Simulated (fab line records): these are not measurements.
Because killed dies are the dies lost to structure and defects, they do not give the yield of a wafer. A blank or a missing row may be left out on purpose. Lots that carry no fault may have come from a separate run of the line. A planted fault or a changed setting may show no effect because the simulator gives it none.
The tool behind it: which one? || flow nand_harc || 12 lots with 36 wafers sampled at 3 steps, on a route of 1159 steps

## WHAT THE GAUGES SHOWED, per wafer
NHARC_A_BONDPAD_OVL_MEAS_35.
{"lot": "L074", "measured": "day 18 01:14", "on": "overlay-02", "overlay_x_nm (nm)": "7 7 7"}
{"lot": "L077", "measured": "day 18 08:22", "on": "overlay-02", "overlay_x_nm (nm)": "7 8 8"}
{"lot": "L076", "measured": "day 18 23:02", "on": "overlay-02", "overlay_x_nm (nm)": "-1 -1 -1"}
{"lot": "L082", "measured": "day 19 23:53", "on": "overlay-02", "overlay_x_nm (nm)": "9 8 9"}
{"lot": "L084", "measured": "day 20 05:31", "on": "overlay-02", "overlay_x_nm (nm)": "-5 -5 -5"}
{"lot": "L088", "measured": "day 21 01:34", "on": "overlay-01", "overlay_x_nm (nm)": "5 5 5"}
{"lot": "L085", "measured": "day 21 02:50", "on": "overlay-02", "overlay_x_nm (nm)": "-6 -5 -5"}
{"lot": "L091", "measured": "day 21 20:00", "on": "overlay-02", "overlay_x_nm (nm)": "8 8 8"}
{"lot": "L089", "measured": "day 21 20:39", "on": "overlay-01", "overlay_x_nm (nm)": "-6 -7 -7"}
{"lot": "L092", "measured": "day 23 05:11", "on": "overlay-01", "overlay_x_nm (nm)": "12 12 12"}
{"lot": "L096", "measured": "day 23 09:31", "on": "overlay-02", "overlay_x_nm (nm)": "13 13 13"}
{"lot": "L097", "measured": "day 23 21:44", "on": "overlay-02", "overlay_x_nm (nm)": "-3 -3 -2"}

## TOOL THAT RAN EACH LOT (tool first, then ch and the chambers of the sampled wafers, then the start)
{"lot": "L074", "NHARC_A_M1_ETCH_28": "rie_diel-11 ch 1,2,3, day 17 22:24 or earlier", "NHARC_A_M1_ANNEAL_31": "rtp_anneal-02 ch 0, day 17 22:24"}
{"lot": "L077", "NHARC_A_M1_ETCH_28": "rie_diel-11 ch 1,2, day 18 05:33 or earlier", "NHARC_A_M1_ANNEAL_31": "rtp_anneal-01 ch 0, day 18 05:33"}
{"lot": "L076", "NHARC_A_M1_ETCH_28": "rie_diel-11 ch 0,2,3, day 18 20:12 or earlier", "NHARC_A_M1_ANNEAL_31": "rtp_anneal-02 ch 0, day 18 20:12"}
{"lot": "L082", "NHARC_A_M1_ETCH_28": "rie_diel-11 ch 0,2,3, day 19 20:56 or earlier", "NHARC_A_M1_ANNEAL_31": "rtp_anneal-01 ch 0, day 19 20:56"}
{"lot": "L084", "NHARC_A_M1_ETCH_28": "rie_diel-12 ch 0,1,2, day 20 02:41 or earlier", "NHARC_A_M1_ANNEAL_31": "rtp_anneal-02 ch 0, day 20 02:41"}
{"lot": "L088", "NHARC_A_M1_ETCH_28": "rie_diel-11 ch 0,2,3, day 20 22:49 or earlier", "NHARC_A_M1_ANNEAL_31": "rtp_anneal-01 ch 0, day 20 22:49"}
{"lot": "L085", "NHARC_A_M1_ETCH_28": "rie_diel-12 ch 1,2,3, day 20 23:55 or earlier", "NHARC_A_M1_ANNEAL_31": "rtp_anneal-02 ch 0, day 20 23:55"}
{"lot": "L091", "NHARC_A_M1_ETCH_28": "rie_diel-12 ch 0,1,2, day 21 17:18 or earlier", "NHARC_A_M1_ANNEAL_31": "rtp_anneal-01 ch 0, day 21 17:18"}
{"lot": "L089", "NHARC_A_M1_ETCH_28": "rie_diel-10 ch 1,3, day 21 17:45 or earlier", "NHARC_A_M1_ANNEAL_31": "rtp_anneal-01 ch 0, day 21 17:45"}
{"lot": "L092", "NHARC_A_M1_ETCH_28": "rie_diel-10 ch 1,2, day 23 02:28 or earlier", "NHARC_A_M1_ANNEAL_31": "rtp_anneal-02 ch 0, day 23 02:28"}
{"lot": "L096", "NHARC_A_M1_ETCH_28": "rie_diel-12 ch 0,1,3, day 23 06:43 or earlier", "NHARC_A_M1_ANNEAL_31": "rtp_anneal-02 ch 0, day 23 06:43"}
{"lot": "L097", "NHARC_A_M1_ETCH_28": "rie_diel-10 ch 1,2,3, day 23 18:52 or earlier", "NHARC_A_M1_ANNEAL_31": "rtp_anneal-02 ch 0, day 23 18:52"}
- NHARC_A_M1_ETCH_28: etches the open film in CF4/N2, target depth 30 nm, time 72.99 s.
- NHARC_A_M1_ANNEAL_31: time 90 s.

## THE ANSWER, worked out from the rows above alone
Rule: the usual values come from the lots themselves. The widest of any qualifying gaps counts: lots, ordered by their means at a reading, are off when they make up no more than a third of the lots, leave a main group of 4 or more, and stand apart from it by 3 or more times the standard deviation of that group's means. Not used: any main group whose means are identical at the precision the tables above print for the reading. A lot without any number at a reading at which 4 lots or more have one is off too. Any other lot the step has rows for is counted as sound.
Across all readings shown, no lot is off: no conclusion can be drawn from this.

## WHAT HAD BEEN PUT IN BY THE SIMULATOR
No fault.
